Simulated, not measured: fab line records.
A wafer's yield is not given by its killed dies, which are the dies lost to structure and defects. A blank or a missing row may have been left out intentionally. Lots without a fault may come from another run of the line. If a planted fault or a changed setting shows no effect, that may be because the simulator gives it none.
Split-lot study | flow n5-finfet | on a route of 1938 steps: 7 lots, 39 wafers read

SPLIT DETAILS
At N5_BEOL_M3_ILD_DEP_00 (deposits SiOC from DEMS/O2, target thk 79 nm, time 15.3 s), the setting time-s was moved away from the recipe's 15.3 s on 15 of the 39 wafers read, by -44.5% to +57.2%. This setting was run at the recipe's value on the other wafers.

Between the split and the reading, the file records no step.

THE READING
Values of M3_ILD_THK in nm from N5_BEOL_M3_THK_MEAS_01. Fault-free wafers of this fab line usually give 79.3 nm, standard deviation 1.1 nm.

wafer  | tool, chamber at the split | time-s as run, s | against the recipe | M3_ILD_THK, nm | against lot-mates on the recipe
L074.1 | pecvd-04, 2                | 15.3             | recipe             | 77.8           | -
L074.2 | pecvd-04, 0                | 15.3             | recipe             | 76.4           | -
L074.3 | pecvd-04, 1                | 15.3             | recipe             | 78.3           | -
L074.4 | pecvd-04, 2                | 15.3             | recipe             | 80.2           | -
L074.5 | pecvd-04, 0                | 15.3             | recipe             | 78.5           | -
L074.6 | pecvd-04, 1                | 15.3             | recipe             | 80.1           | -
L075.1 | pecvd-03, 2,0              | 15.3             | recipe             | 77.4           | -
L075.2 | pecvd-03, 1                | 8.498            | -44.5%             | 44.3           | -33.5
L075.3 | pecvd-03, 2,0              | 15.3             | recipe             | 77.3           | -
L075.4 | pecvd-03, 0                | 15.3             | recipe             | 78.8           | -
L075.5 | pecvd-03, 2                | 8.498            | -44.5%             | 43.3           | -34.5
L075.6 | pecvd-03, 1                | 8.498            | -44.5%             | 45.0           | -32.8
L077.1 | pecvd-01, 0                | 9.837            | -35.7%             | 52.8           | -27.2
L077.2 | pecvd-01, 2                | 9.837            | -35.7%             | 50.1           | -29.9
L077.3 | pecvd-01, 1                | 9.837            | -35.7%             | 51.2           | -28.8
L077.4 | pecvd-01, 0,2              | 15.3             | recipe             | 80.1           | -
L077.5 | pecvd-01, 0,2              | 15.3             | recipe             | 80.3           | -
L077.6 | pecvd-01, 1                | 15.3             | recipe             | 79.6           | -
L080.2 | pecvd-04, 0                | 15.3             | recipe             | 76.9           | -
L080.4 | pecvd-04, 1                | 15.3             | recipe             | 80.6           | -
L080.5 | pecvd-04, 0                | 15.3             | recipe             | 79.3           | -
L082.1 | pecvd-01, 2                | 15.3             | recipe             | 79.3           | -
L082.2 | pecvd-01, 0,1              | 15.3             | recipe             | 79.7           | -
L082.3 | pecvd-01, 1                | 24.05            | +57.2%             | 123.4          | +43.8
L082.4 | pecvd-01, 0,1              | 15.3             | recipe             | 79.7           | -
L082.5 | pecvd-01, 2                | 24.05            | +57.2%             | 125.7          | +46.1
L082.6 | pecvd-01, 0                | 24.05            | +57.2%             | 125.4          | +45.8
L086.1 | pecvd-04, 0                | 9.483            | -38.0%             | 48.5           | -31.8
L086.2 | pecvd-04, 2                | 9.483            | -38.0%             | 50.3           | -30.0
L086.3 | pecvd-04, 1,0              | 15.3             | recipe             | 79.9           | -
L086.4 | pecvd-04, 1,0              | 15.3             | recipe             | 80.0           | -
L086.5 | pecvd-04, 2                | 9.483            | -38.0%             | 51.4           | -28.9
L086.6 | pecvd-04, 1                | 15.3             | recipe             | 81.0           | -
L093.1 | pecvd-03, 1                | 15.3             | recipe             | 79.4           | -
L093.2 | pecvd-03, 2                | 9.548            | -37.6%             | 48.0           | -31.7
L093.3 | pecvd-03, 0                | 9.548            | -37.6%             | 49.6           | -30.1
L093.4 | pecvd-03, 1                | 9.548            | -37.6%             | 50.4           | -29.3
L093.5 | pecvd-03, 0,2              | 15.3             | recipe             | 79.7           | -
L093.6 | pecvd-03, 0,2              | 15.3             | recipe             | 79.9           | -
When a row names more than one chamber, that row covers several wafers, and the file does not tell which wafer ran in which chamber.

THE FIT
A straight line over all 39 wafers: M3_ILD_THK changes by +0.789 nm for each +1% of time-s; r = +1.00; the points scatter about the line by 1.2 nm.
The same after taking each lot's own level away (the mean of its wafers on the recipe; 39 wafers): +0.789 nm for each +1%; r = +1.00; scatter 1.1 nm.
The reading moves by 45 nm for the largest change in time-s, on that fit.
Measured against the standard deviation above, the lots' own levels, which go from 77.83 to 80.30 nm, span 2.2 times it.
The two slopes agree, so the slope changes little with the lot-to-lot level.
Check: +45.4 nm against its lot-mates is what the line predicts for one of the wafers moved furthest among these (+57.2%) when that wafer is left out of the fit. Against them it came out at +43.8 nm.

THESE WAFERS: OTHER SPLITS
These wafers also went through other splits before the reading. Each is held against what the fit with the lots' levels taken away leaves over:
other split on the same wafers          | wafers away from the commonest value | r with M3_ILD_THK (lot level and that fit taken away)
N5_ZERO_LAYER_DEVELOP_10 develop-time-s | 12                                   | -0.27
N5_FIN_SAQP_PECVD_06 time-s             | 15                                   | -0.23
N5_BEOL_M0_SAQP_ETCH_106 target-depth-a | 12                                   | -0.06
N5_BEOL_M2_DESCUM_16 time-s             | 15                                   | -0.26

THE WHOLE CHAIN: every reading that the file lists as answering this split, in the file's order
step                   | what it does                                              | reading                                                                            | change (the file's fit)               | r (the file's)
N5_BEOL_M3_ILD_DEP_00  | deposits SiOC from DEMS/O2, target thk 79 nm, time 15.3 s | SiOC_of_BEOL_M3_ILD_DEP_00.thk-nm (the simulator's own value, which no gauge read) | +0.789 nm for each +1% of the setting | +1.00
N5_BEOL_M3_THK_MEAS_01 |                                                           | M3_ILD_THK                                                                         | +0.788 for each +1% of the setting    | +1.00

THE FILE'S OWN FIT
M3_ILD_THK changes by +0.788 nm for each +1% of time-s, r = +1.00.
